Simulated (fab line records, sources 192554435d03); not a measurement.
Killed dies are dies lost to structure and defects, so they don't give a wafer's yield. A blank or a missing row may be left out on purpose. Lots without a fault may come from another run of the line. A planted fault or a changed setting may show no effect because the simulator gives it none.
Problem report in the 8D (eight disciplines) form, filled by code | flow n5_finfet | the parts of the form that need people (team, actions taken, sign-off) are left out

1. THE PROBLEM
oes_product_au at N5_FIN_SAQP_ETCH_65 reads a mean of 1.186 a.u. on 3 wafers of 2 lots; wafers without a fault read 0.993 a.u. with a standard deviation of 0.017. That is +11 standard deviations from the usual mean.
The step: etches SiO2 in CF4, target depth 4 nm, time 4.4 s.
First seen on wafer L646.2, day 5 01:47, on rie_si-01. The record holds 18 wafers of 6 lots with a number at this step. Rule for "out", or "out of limits": more than 4 standard deviations from the usual mean. The other wafers with a number count as sound.

2. WHAT IT IS AND WHAT IT IS NOT
question                    | is                     | is not
which readings at this step | oes_product_au         | drypump_motor_current_A, throttle_valve_pct
which lots                  | L646, L648             | L634, L640, L656, L657
which wafers of those lots  | L646.2, L646.6, L648.2 | L646.4, L648.1, L648.4
read on which tools         | rie_si-01              | rie_si-02, rie_si-04
when                        | from day 5 01:47       | up to then (7 sound wafers); but 8 sound wafers of L648, L656, L657 came after

3. SUSPECTS, AND WHAT RULES EACH OUT
Counting: a tool at a process step up to the reading stays a suspect if it ran every lot that is out. Sound lots after the first of them don't rule it out here, since some wafers of a struck lot are sound.
- rie_si-02 at N5_FIN_SAQP_MANDREL_ETCH_22 (etches a-Si in HBr/Cl2, stops on SiNx, target depth 60 nm, bt time 10 s, time 30 s): kept. It ran every lot that is out, first L646 (day 4 23:07); its last sound lot up to then is L634 (day 1 22:56).
- rie_diel-02 at N5_FIN_SAQP_SPACER1_ETCHBACK_25 (etches SiO2 in CHF3/O2, target depth 24.4 nm, time 12.2 s): kept. It ran every lot that is out, first L646 (day 5 01:18); its last sound lot up to then is L634 (day 2 00:29).
- rie_si-01 at N5_FIN_SAQP_ETCH_65 (etches SiO2 in CF4, target depth 4 nm, time 4.4 s): kept. It ran every lot that is out, first L646 (day 5 01:47); its last sound lot up to then is L640 (day 3 13:32). Its own readings are out on those wafers: oes_product_au.
- Within rie_si-02 at N5_FIN_SAQP_MANDREL_ETCH_22: the wafers that are out ran in chamber 2; their sound lot-mates ran in chambers 0, 3.
Left after counting: rie_si-02 at N5_FIN_SAQP_MANDREL_ETCH_22, rie_diel-02 at N5_FIN_SAQP_SPACER1_ETCHBACK_25, rie_si-01 at N5_FIN_SAQP_ETCH_65.

4. THE CAUSE (what the simulator had put in)
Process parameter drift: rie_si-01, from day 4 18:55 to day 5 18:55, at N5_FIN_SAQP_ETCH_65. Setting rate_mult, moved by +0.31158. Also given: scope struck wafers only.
Counting left 3 suspects, and this tool is among them.

5. THE CHAIN OF EFFECTS, in route order
Each row: a reading whose mean over the struck wafers that have a number lies more than 3 standard deviations from the usual. Only readings for which the record gives a usual standard deviation are gone through. hours: the time from each lot's start at the first step in this table that gives one to its start at this step, as a median over the lots. sigmas: the change in usual standard deviations.
hours | step                | reading        | usual      | on struck wafers | change | sigmas
0     | N5_FIN_SAQP_ETCH_65 | oes_product_au | 0.993 a.u. | 1.186            | +0.193 | +11
The process steps in it:
- N5_FIN_SAQP_ETCH_65: etches SiO2 in CF4, target depth 4 nm, time 4.4 s.
Later measuring or inspecting steps at which every struck wafer that the step has a row for has a number for every such reading, and none has moved that far: N5_BEOL_M4_RC_MEAS_101.

6. WHAT WOULD HAVE CAUGHT IT SOONER
In this record the first reading out of limits was taken at day 5 01:47, 7 hours after the fault began at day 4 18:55.
